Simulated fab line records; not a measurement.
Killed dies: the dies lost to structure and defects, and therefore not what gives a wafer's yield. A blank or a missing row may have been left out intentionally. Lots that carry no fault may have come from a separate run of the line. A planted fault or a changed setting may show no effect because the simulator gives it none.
Which tool is to blame? -- flow nand_harc -- 27 wafers from 9 lots sampled at 8 of the route's 1302 steps

## WHAT THE GAUGES SHOWED, per wafer
NHARC_A_CHANNEL_HOLE_D2_CD_MEAS_10 targets a cd of 100 nm.
lot,measured,on,cd_nm (nm)
L207,day 13 01:32,cd_sem-03,100.0 99.8 100.0
L209,day 14 04:41,cd_sem-03,99.7 100.0 99.4
L211,day 15 07:48,cd_sem-01,99.8 99.3 99.4
L213,day 15 08:02,cd_sem-03,99.7 100.0 100.5
L216,day 18 02:59,cd_sem-03,100.6 100.6 100.4
L218,day 18 03:16,cd_sem-03,99.0 100.0 99.6
L223,day 20 05:54,cd_sem-02,118.3 118.5 118.1 118.0 118.9 118.6
L224,day 20 20:10,cd_sem-03,117.8 118.5 118.3 117.8 118.9 118.2
L225,day 21 16:20,cd_sem-03,118.6 119.1 118.6 118.6 118.8 118.8

NHARC_A_CHANNEL_HOLE_D2_CD_MEAS_31.
lot,measured,on,cd_nm (nm)
L207,day 13 11:46,cd_sem-02,86.9 88.0 89.6
L209,day 14 11:35,cd_sem-01,88.9 87.3 90.4
L211,day 15 17:24,cd_sem-02,90.2 87.7 89.3
L213,day 15 19:59,cd_sem-01,90.7 90.6 88.3
L216,day 18 12:21,cd_sem-02,91.3 89.4 90.2
L218,day 18 13:09,cd_sem-01,91.5 91.0 90.4
L223,day 21 01:46,cd_sem-02,110.2 108.1 111.1 110.2 108.2 110.9
L224,day 21 13:13,cd_sem-02,107.3 107.0 104.5 107.7 106.6 103.9
L225,day 22 19:51,cd_sem-01,107.4 109.4 106.2 107.5 110.0 106.6

NHARC_END_SORT_01.
lot,measured,on,killed_at_array,killed_at_other,killed_at_periphery,killed_dies,killed_open,killed_short
L223,day 31 10:19,prober-02,358 406 320,1 1 0,5 8 13,364 415 333,6 6 4,4 4 2
L224,day 32 03:21,prober-01,305 388 414,0 0 1,10 8 2,315 396 417,4 5 2,3 0 4
L225,day 34 23:50,prober-01,191 445 400,1 1 1,6 5 3,198 451 404,3 4 3,5 2 2

## EACH LOT AND THE TOOL THAT RAN IT (in order: tool; ch and the chambers of the sampled wafers; start)
lot,NHARC_A_CHANNEL_HOLE_D2_PEB_08,NHARC_A_CHANNEL_HOLE_D2_DESCUM_15,NHARC_A_CHANNEL_HOLE_D2_ETCH_38,NHARC_A_CHANNEL_HOLE_D2_ETCH_23,NHARC_A_CHANNEL_HOLE_D2_XSEM_32
L207,"litho_track-06 ch 0, day 13 01:28","rie_diel-11 ch 0,1,2, day 13 01:44","rie_diel-11 ch 1,3, day 13 01:49","har_etch-02 ch 0,1, day 13 07:41","xsem-01 ch 0, day 13 11:52"
L209,"litho_track-06 ch 0, day 14 04:37","rie_diel-11 ch 0,1,2, day 14 04:53","rie_diel-11 ch 0,2,3, day 14 04:58","har_etch-01 ch 0,1, day 14 07:29","xsem-01 ch 0, day 14 11:41"
L211,"litho_track-04 ch 0, day 15 07:43","rie_diel-03 ch 0,1,3, day 15 07:59","rie_diel-03 ch 0,1, day 15 08:04","har_etch-01 ch 0,1, day 15 13:18","xsem-02 ch 0, day 15 17:29"
L213,"litho_track-06 ch 0, day 15 07:58","rie_diel-11 ch 0,1,3, day 15 08:13","rie_diel-11 ch 0,2,3, day 15 08:19","har_etch-02 ch 0,1, day 15 15:55","xsem-01 ch 0, day 15 20:05"
L216,"litho_track-06 ch 0, day 18 02:55","rie_diel-03 ch 0,1,2, day 18 03:11","rie_diel-03 ch 0,1,3, day 18 03:16","har_etch-01 ch 0,1, day 18 08:17","xsem-01 ch 0, day 18 12:26"
L218,"litho_track-04 ch 0, day 18 03:11","rie_diel-07 ch 1,2, day 18 03:28","rie_diel-07 ch 0,2, day 18 03:32","har_etch-02 ch 0,1, day 18 09:04","xsem-02 ch 0, day 18 13:14"
L223,"litho_track-06 ch 0, day 20 05:49","rie_diel-11 ch 0,1,2, day 20 09:02","rie_diel-11 ch 0,1,3, day 20 09:07","har_etch-02 ch 0,1, day 20 20:20","xsem-01 ch 0, day 21 05:38"
L224,"litho_track-06 ch 0, day 20 20:05","rie_diel-11 ch 0,1,2, day 21 00:21","rie_diel-11 ch 0,1,3, day 21 00:26","har_etch-02 ch 0,1, day 21 06:52","xsem-01 ch 0, day 21 18:59"
L225,"litho_track-06 ch 0, day 21 16:16","rie_diel-07 ch 0,2,3, day 21 20:36","rie_diel-07 ch 0,1,3, day 21 20:41","har_etch-01 ch 0,1, day 22 06:40","xsem-02 ch 0, day 23 00:32"
- NHARC_A_CHANNEL_HOLE_D2_PEB_08: peb time 65 s.
- NHARC_A_CHANNEL_HOLE_D2_DESCUM_15: chemistry O2, time 3 s.
- NHARC_A_CHANNEL_HOLE_D2_ETCH_38: etches the open film in CF4, target depth 39 nm, time 65 s.
- NHARC_A_CHANNEL_HOLE_D2_ETCH_23: etches the open film in C4F8/O2/Ar, time 819 s, target depth 1600 nm.
- NHARC_A_CHANNEL_HOLE_D2_XSEM_32

## AS READ BY THE TOOLS THEMSELVES (means over the sampled wafers that have a number; for cases with no such wafer, the mark the record gives instead)
NHARC_A_CHANNEL_HOLE_D2_PEB_08.
lot,tool,chill_plate_temp_C (C),heater_power_total_W (W),plate_temp_C (C)
L207,litho_track-06,22.95,157.0,99.95
L209,litho_track-06,22.88,156.6,99.97
L211,litho_track-04,23.07,156.9,99.86
L213,litho_track-06,22.93,156.7,99.99
L216,litho_track-06,23.03,156.4,100.08
L218,litho_track-04,22.99,156.5,100.04
L223,litho_track-06,23.03,172.7,107.75
L224,litho_track-06,23.02,173.1,107.72
L225,litho_track-06,22.95,173.1,107.55

NHARC_A_CHANNEL_HOLE_D2_DESCUM_15.
lot,tool,drypump_motor_current_A (A),oes_product_au (a.u.),rf_vpp_V (V),showerhead_plenum_p_Torr (Torr),throttle_valve_pct (%)
L207,rie_diel-11,5.6,0.991,58.3,1.98,11.313
L209,rie_diel-11,5.6,0.995,57.8,1.97,11.303
L211,rie_diel-03,5.8,0.995,57.6,1.95,11.314
L213,rie_diel-11,5.7,0.995,57.6,1.91,11.313
L216,rie_diel-03,5.7,1.000,57.1,1.89,11.314
L218,rie_diel-07,6.0,0.983,58.3,1.91,11.310
L223,rie_diel-11,5.6,0.999,57.4,1.97,11.311
L224,rie_diel-11,5.6,1.001,58.4,1.97,11.314
L225,rie_diel-07,6.0,0.991,57.7,1.93,11.319

NHARC_A_CHANNEL_HOLE_D2_ETCH_38.
lot,tool,drypump_motor_current_A (A),oes_product_au (a.u.),rf_vpp_V (V),showerhead_plenum_p_Torr (Torr),throttle_valve_pct (%)
L207,rie_diel-11,5.8,1.007,151.5,1.81,13.290
L209,rie_diel-11,5.5,0.991,150.7,1.78,13.285
L211,rie_diel-03,6.1,1.010,150.0,1.73,13.293
L213,rie_diel-11,5.5,0.995,150.9,1.77,13.283
L216,rie_diel-03,5.8,0.991,150.9,1.80,13.277
L218,rie_diel-07,5.8,0.981,151.3,1.80,13.291
L223,rie_diel-11,5.7,1.004,151.5,1.76,13.289
L224,rie_diel-11,5.7,1.007,151.2,1.76,13.282
L225,rie_diel-07,5.6,0.993,152.3,1.84,13.280

NHARC_A_CHANNEL_HOLE_D2_ETCH_23.
lot,tool,drypump_motor_current_A (A),showerhead_plenum_p_Torr (Torr),throttle_valve_pct (%)
L207,har_etch-02,5.8,3.42,32.156
L209,har_etch-01,5.4,3.56,32.153
L211,har_etch-01,5.4,3.55,32.153
L213,har_etch-02,5.8,3.41,32.141
L216,har_etch-01,5.1,3.59,32.151
L218,har_etch-02,5.8,3.93,32.152
L223,har_etch-02,5.8,3.91,32.159
L224,har_etch-02,5.7,3.90,32.151
L225,har_etch-01,5.1,3.57,32.153

NHARC_A_CHANNEL_HOLE_D2_XSEM_32.
lot,tool,bot_cd_nm (nm),bow_nm (nm),tilt_deg (degrees)
L207,xsem-01,72.7,8.78,0.067
L209,xsem-01,73.8,8.51,0.048
L211,xsem-02,74.2,8.69,0.080
L213,xsem-01,75.2,8.48,0.107
L216,xsem-01,75.5,8.90,0.039
L218,xsem-02,76.1,9.07,0.095
L223,xsem-01,95.8,9.29,0.097
L224,xsem-01,90.0,8.32,0.074
L225,xsem-02,92.5,8.53,0.058

## THE ANSWER, worked out from the rows above alone
Rule: the usual values come from the lots themselves. Put in order of their means at a reading, lots are off if they are a third of the lots or fewer, leave a main group of 4 or more, and stand apart from it by a gap of 3 or more times the standard deviation of the main group's means; of several such gaps the widest counts. A main group is skipped when, at the precision printed for the reading in the tables above, its means are all equal. A lot without any number at a reading at which 4 lots or more have one is off too. All remaining lots with rows at the step are treated as sound. After the gauges, taken in route order, come the tools' own readings; for these a lot's mean is taken, as printed above. At the first step where some lot is off, the reading lying furthest off is the one used; lots without a number count as furthest.
Off at NHARC_A_CHANNEL_HOLE_D2_CD_MEAS_10 (cd_nm): L223, L224, L225. The main group: mean 99.9 nm, standard deviation 0.36.
If a tool, at a process step before that reading, ran all the lots that are off and no sound lot after the first of them, it fits. Not tried: the gauges at NHARC_A_CHANNEL_HOLE_D2_CD_MEAS_10; whatever is off there is also off at NHARC_A_CHANNEL_HOLE_D2_PEB_08, on other tools, and gauge error can't account for it. One fits: NHARC_A_CHANNEL_HOLE_D2_PEB_08 on litho_track-06. Its last sound lot is L216 (day 18 02:55), its first lot that is off L223 (day 20 05:49): a fault that began between those two fits.
The tool's own readings at NHARC_A_CHANNEL_HOLE_D2_PEB_08 bear it out: on the lots that are off they differ by more than 5 times the standard deviation of the sound lots' means. heater_power_total_W reads 173.0 W there against 156.7 W on the sound lots; plate_temp_C reads 107.67 C there against 99.98 C on the sound lots.

## WHAT THE SIMULATOR PUT IN
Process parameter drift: litho_track-06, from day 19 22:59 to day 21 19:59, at NHARC_A_CHANNEL_HOLE_D2_PEB_08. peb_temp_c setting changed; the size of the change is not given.
Struck lots among those shown: L223, L224, L225. The same result came from the rule above.
